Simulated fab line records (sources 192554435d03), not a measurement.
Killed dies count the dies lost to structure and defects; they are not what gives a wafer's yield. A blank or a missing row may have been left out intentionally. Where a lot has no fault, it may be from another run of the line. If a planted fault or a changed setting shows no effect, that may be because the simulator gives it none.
One fault seen from 3 desks + flow n5-finfet + what lay behind the numbers comes last; until then each desk has only its own

FROM THE METROLOGY DESK
What the gauges read, lot by lot, whatever tool the lot ran on: means of the sampled wafers that have a number. If a lot's mean is further than 4 standard deviations from the usual mean, the lot is out of limits and carries the mark OUT (the distance appears in the brackets).
Columns: A = cd-nm at N5_BEOL_M10_CD_MEAS_28, usual 70.5 nm; B = V9_OVL at N5_BEOL_M10_OVL_MEAS_29, usual -0.3 nm
| lot  | first seen here | A    | B    |
|------|-----------------|------|------|
| L805 | day 9 14:37     | 71.8 | -0.3 |
| L806 | day 10 00:38    | 71.1 | -0.9 |
| L823 | day 15 01:56    | 68.6 | -0.5 |
| L826 | day 15 06:25    | 70.4 | 0.5  |
| L825 | day 15 08:37    | 70.4 | -1.2 |
| L827 | day 15 12:51    | 69.8 | -0.3 |
| L828 | day 15 21:53    | 71.7 | -0.4 |
Finding of this desk: none of the 7 lots has anything out of limits.

DESK OF THE TOOL OWNER: rie-diel-02
The tool's own readings at N5_BEOL_M10_VIA_ETCH_34 (etches SiCOH lowk in C4F6/O2, target depth 184.5 nm, time 69.2 s): means of the sampled wafers that have a number, for each lot that ran on this tool. If a lot's mean is further than 4 standard deviations from the usual mean, the lot is out of limits and carries the mark OUT (the distance appears in the brackets).
Columns: A = drypump-motor-current-A at N5_BEOL_M10_VIA_ETCH_34, usual 5.7 A; B = oes-product-au at N5_BEOL_M10_VIA_ETCH_34, usual 0.81 a.u.; C = rf-fwd-power-W at N5_BEOL_M10_VIA_ETCH_34, usual 342.4 W; D = rf-vpp-V at N5_BEOL_M10_VIA_ETCH_34, usual 659 V; E = run-length-s at N5_BEOL_M10_VIA_ETCH_34, usual 92.5 s; F = showerhead-plenum-p-Torr at N5_BEOL_M10_VIA_ETCH_34, usual 2.84 Torr; G = throttle-valve-pct at N5_BEOL_M10_VIA_ETCH_34, usual 20.96 %
| lot  | first seen here | A   | B    | C     | D   | E              | F    | G     |
|------|-----------------|-----|------|-------|-----|----------------|------|-------|
| L806 | day 10 01:05    | 5.8 | 0.89 | 342.4 | 663 | 92.6           | 2.91 | 20.90 |
| L823 | day 15 02:13    | 6.0 | 0.77 | 342.0 | 663 | 96.3 (+12) OUT | 2.82 | 20.91 |
| L826 | day 15 06:43    | 5.9 | 0.77 | 341.9 | 646 | 96.1 (+11) OUT | 2.88 | 20.98 |
| L825 | day 15 08:58    | 5.8 | 0.83 | 340.9 | 650 | 96.1 (+11) OUT | 2.90 | 20.99 |
Finding of this desk: L823, L825, L826 out of limits; the first was L823 at day 15 02:13, on run-length-s at N5_BEOL_M10_VIA_ETCH_34. L806 stayed within limits.

THE DEFECT DESK
For each lot, the counts of the inspections along the route, averaged over the sampled wafers that have a number. If a lot's mean is further than 4 standard deviations from the usual mean, the lot is out of limits and carries the mark OUT (the distance appears in the brackets).
Columns: A = raw-defect-count at N5_BEOL_M10_INSPECT_30, usual 361
| lot  | first seen here | A   |
|------|-----------------|-----|
| L805 | day 9 14:40     | 388 |
| L806 | day 10 00:42    | 382 |
| L823 | day 15 01:59    | 334 |
| L826 | day 15 06:28    | 276 |
| L825 | day 15 08:40    | 418 |
| L827 | day 15 12:54    | 447 |
| L828 | day 15 21:56    | 432 |
Finding of this desk: none of the 7 lots has anything out of limits.

ALL TOGETHER
An alarm could have come from the tool owner's desk at day 15 02:13, on L823, L825, L826.
The metrology desk saw nothing out of limits.
Nothing the defect desk looked at was out of limits.
The metrology desk holds a record of L823, L825, L826, inside its limits.
The defect desk has L823, L825, L826 on record, within its limits.
All the named lots went through N5_BEOL_M10_VIA_ETCH_34 on rie-diel-02.

WHAT THE SIMULATOR HAD INSERTED
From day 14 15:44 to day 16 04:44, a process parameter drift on rie-diel-02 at N5_BEOL_M10_VIA_ETCH_34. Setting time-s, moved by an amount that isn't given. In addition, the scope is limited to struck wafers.
Shown lots that were struck: L823, L825, L826.
Delay in hours, fault start to first out-of-limits reading, by desk: the tool owner's desk at 10.
